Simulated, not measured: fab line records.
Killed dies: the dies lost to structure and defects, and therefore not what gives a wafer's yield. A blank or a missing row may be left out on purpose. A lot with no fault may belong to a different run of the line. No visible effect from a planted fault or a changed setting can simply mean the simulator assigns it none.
Chamber matching :: flow n5_finfet :: N5_BEOL_M8_PECVD_70 on pecvd-03 has 3 sister chambers
The step deposits SiO2 from TEOS/O2, target thk 20 nm, time 22.7 s. 6 wafers are shown with their chamber, then 9 later ones without.

EACH WAFER AND ITS CHAMBER
wafer: L080.6
chamber: 1
throttle_valve_pct (%): 24.5
showerhead_plenum_p_Torr (Torr): 8.81

wafer: L085.5
chamber: 0
throttle_valve_pct (%): 23.0
showerhead_plenum_p_Torr (Torr): 8.83

wafer: L085.6
chamber: 2
throttle_valve_pct (%): 21.3
showerhead_plenum_p_Torr (Torr): 8.72

wafer: L090.1
chamber: 1
throttle_valve_pct (%): 24.4
showerhead_plenum_p_Torr (Torr): 8.83

wafer: L090.2
chamber: 0
throttle_valve_pct (%): 22.8
showerhead_plenum_p_Torr (Torr): 8.79

wafer: L090.3
chamber: 2
throttle_valve_pct (%): 20.9
showerhead_plenum_p_Torr (Torr): 8.71

WAFERS MISSING THEIR CHAMBER
wafer: L089.1
throttle_valve_pct (%): 20.9
showerhead_plenum_p_Torr (Torr): 8.71

wafer: L089.2
throttle_valve_pct (%): 23.4
showerhead_plenum_p_Torr (Torr): 8.82

wafer: L089.4
throttle_valve_pct (%): 21.0
showerhead_plenum_p_Torr (Torr): 8.73

wafer: L097.1
throttle_valve_pct (%): 23.3
showerhead_plenum_p_Torr (Torr): 8.82

wafer: L097.3
throttle_valve_pct (%): 24.6
showerhead_plenum_p_Torr (Torr): 8.79

wafer: L097.6
throttle_valve_pct (%): 24.5
showerhead_plenum_p_Torr (Torr): 8.81

wafer: L091.3
throttle_valve_pct (%): 21.0
showerhead_plenum_p_Torr (Torr): 8.70

wafer: L091.4
throttle_valve_pct (%): 21.0
showerhead_plenum_p_Torr (Torr): 8.73

wafer: L091.6
throttle_valve_pct (%): 23.1
showerhead_plenum_p_Torr (Torr): 8.82

CHAMBER TAKEN BY EACH
wafer: L089.1
from the rows above: 2
in truth: 2

wafer: L089.2
from the rows above: 0
in truth: 0

wafer: L089.4
from the rows above: 2
in truth: 2

wafer: L097.1
from the rows above: 0
in truth: 0

wafer: L097.3
from the rows above: 1
in truth: 1

wafer: L097.6
from the rows above: 1
in truth: 1

wafer: L091.3
from the rows above: 2
in truth: 2

wafer: L091.4
from the rows above: 2
in truth: 2

wafer: L091.6
from the rows above: 0
in truth: 0
Placed correctly: 9 of 9. From these rows, 0 cannot be placed. 0 placed wrongly.
How it was worked out, from the rows above alone: a wafer's distance from a chamber is the root of the sum, over the readings, of the square of ((its reading less the chamber's mean) divided by the reading's scatter). If the next closest chamber is less than 2 further off than the closest, the wafer can't be placed; otherwise it belongs to the closest. A chamber's mean is the mean of its shown wafers. The scatter is the square root of a quotient: the sum, over the shown wafers, of each reading's squared deviation from its chamber's mean, divided by wafers minus chambers.
